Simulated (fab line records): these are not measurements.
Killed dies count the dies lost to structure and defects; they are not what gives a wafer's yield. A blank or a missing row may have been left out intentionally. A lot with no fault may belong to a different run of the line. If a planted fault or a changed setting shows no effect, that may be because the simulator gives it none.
A lot that was struck, set against a sound lot | flow n5_finfet | 32 steps out of a route of 1938
Sound: the wafers L979.3, L979.5, L979.6. Struck: wafer L996.6 (left out: L996.1, L996.2 of the same lot, which were not struck); the cause appears at the end.
For every step that has rows: the tool of each side, followed by ch and its chambers, followed by its first start. Under that, the readings that differ: sound wafers | struck wafers | difference of the means | sigmas: that difference in standard deviations of wafers without a fault.
alike: words and numbers the same on both sides, and readings whose means are apart by under 2 such deviations; not compared: readings that were withheld, readings missing a value for some wafer, numbers with overlapping values and no deviation given by the record, and bounds like >300 which may hide the same value.
Wherever a step has rows on one side only, a row that says differs or no value, or a row with sigmas, the two part there. When numbers do not overlap yet have no deviation, they are printed without sigmas and do not part them. A reading that every wafer of one side lacks parts them only if that side has two wafers or more.

first, 2 steps without rows for these wafers: N5_ZERO_LAYER_PRECLEAN_00 (cleans in SPM, time 600 s); N5_ZERO_LAYER_SRD_01 (time 30 s, dry time 30 s).
N5_ZERO_LAYER_PECVD_02: deposits SiO2 from SiH4/N2O, target thk 10 nm, time 6 s.
  sound on pecvd-01 ch 1,2, day 2 00:17; struck on pecvd-01 ch 2, day 6 06:17
  alike: heater_power_outer_w, heater_power_w, showerhead_plenum_p_Torr
then, 13 steps without rows for these wafers: N5_ZERO_LAYER_HMDS_04 (time 60 s); N5_ZERO_LAYER_COAT_05 (resist thk 1000 nm); N5_ZERO_LAYER_EBR_07; N5_ZERO_LAYER_SOFTBAKE_06 (time 90 s); N5_ZERO_LAYER_EXPOSE_08 (exposes mask ZERO, defocus 0 nm, target cd 2000 nm); N5_ZERO_LAYER_PEB_09; N5_ZERO_LAYER_DEVELOP_10 (develop time 60 s); N5_ZERO_LAYER_HARDBAKE_23 (time 120 s); N5_ZERO_LAYER_DESCUM_16 (chemistry O2, time 7.9 s); N5_ZERO_LAYER_ETCH_17 (etches SiO2 in CF4, target depth 12 nm, time 13.3 s); N5_ZERO_LAYER_ETCH_18 (etches Si in HBr/Cl2, target depth 120 nm, time 40 s); N5_ZERO_LAYER_STRIP_24 (strips in O2); N5_ZERO_LAYER_STRIP_19 (strips in SPM, time 900 s).
N5_ZERO_LAYER_INSPECT_20: inspects for defects (darkfield).
  struck on defect_inspect-01, day 6 07:18; sound on defect_inspect-02, day 2 01:16
  reading          | sound    | struck | difference | sigmas
  raw_defect_count | 65 22 81 | 393    | +337       | +22
then, 8 steps without rows for these wafers: N5_WELL_APT_HMDS_01 (time 60 s); N5_WELL_APT_COAT_02 (resist thk 950 nm); N5_WELL_APT_EBR_04; N5_WELL_APT_SOFTBAKE_03 (time 60 s); N5_WELL_APT_EXPOSE_05 (exposes mask NWELL, defocus 0 nm, target cd 200 nm); N5_WELL_APT_PEB_06 (peb time 90 s); N5_WELL_APT_DEVELOP_07 (develop time 45 s); N5_WELL_APT_HARDBAKE_12 (time 120 s).
N5_WELL_APT_INSPECT_10: inspects for defects (macro).
  struck on defect_inspect-01, day 6 07:47; sound on defect_inspect-02, day 2 01:37
  reading          | sound | struck | difference | sigmas
  raw_defect_count | 1 2 1 | >300   | differs    |
then, 3 steps without rows for these wafers: N5_WELL_APT_DESCUM_13 (chemistry O2, time 7.9 s); N5_WELL_APT_IMPLANT_14; N5_WELL_APT_IMPLANT_15.
N5_WELL_APT_INSPECT_38: inspects for defects (darkfield).
  struck on defect_inspect-02, day 6 10:42; sound on defect_inspect-02, day 2 05:03
  reading          | sound    | struck | difference | sigmas
  raw_defect_count | 12 17 13 | 362    | +348       | +76
-- a jump in the record: the struck wafers' starts before and after are 8 days apart (it breaks off in module WELL_APT and resumes in module BEOL_M4, where the first step shown is number 1111 of the route) --
N5_BEOL_M4_RC_MEAS_101:
  sound on prober-02 ch 0, day 9 04:32; struck on prober-01 ch 0, day 14 17:59
  reading       | sound          | struck | difference | sigmas
  SS_N (mV/dec) | 70.4 71.5 71.2 | 72.1   | +1.1       | +2
  alike: DIBL_N, DIBL_P, IOFF_N, IOFF_P, ION_N, ION_P, SS_P, VT_N, VT_P
-- record jumps: 4 days separate the struck wafers' starts on either side; left off in module BEOL_M4, taken up again in module PASSIVATION, whose first shown step is the route's number 1936 --
N5_PASSIVATION_PROBE_49:
  the record has rows for the struck wafers here (prober-01, day 18 23:05) and none for the sound ones

## WHERE THEY PART
First at N5_ZERO_LAYER_INSPECT_20; last, within this record, at N5_PASSIVATION_PROBE_49.

WHY: what the simulator had put in
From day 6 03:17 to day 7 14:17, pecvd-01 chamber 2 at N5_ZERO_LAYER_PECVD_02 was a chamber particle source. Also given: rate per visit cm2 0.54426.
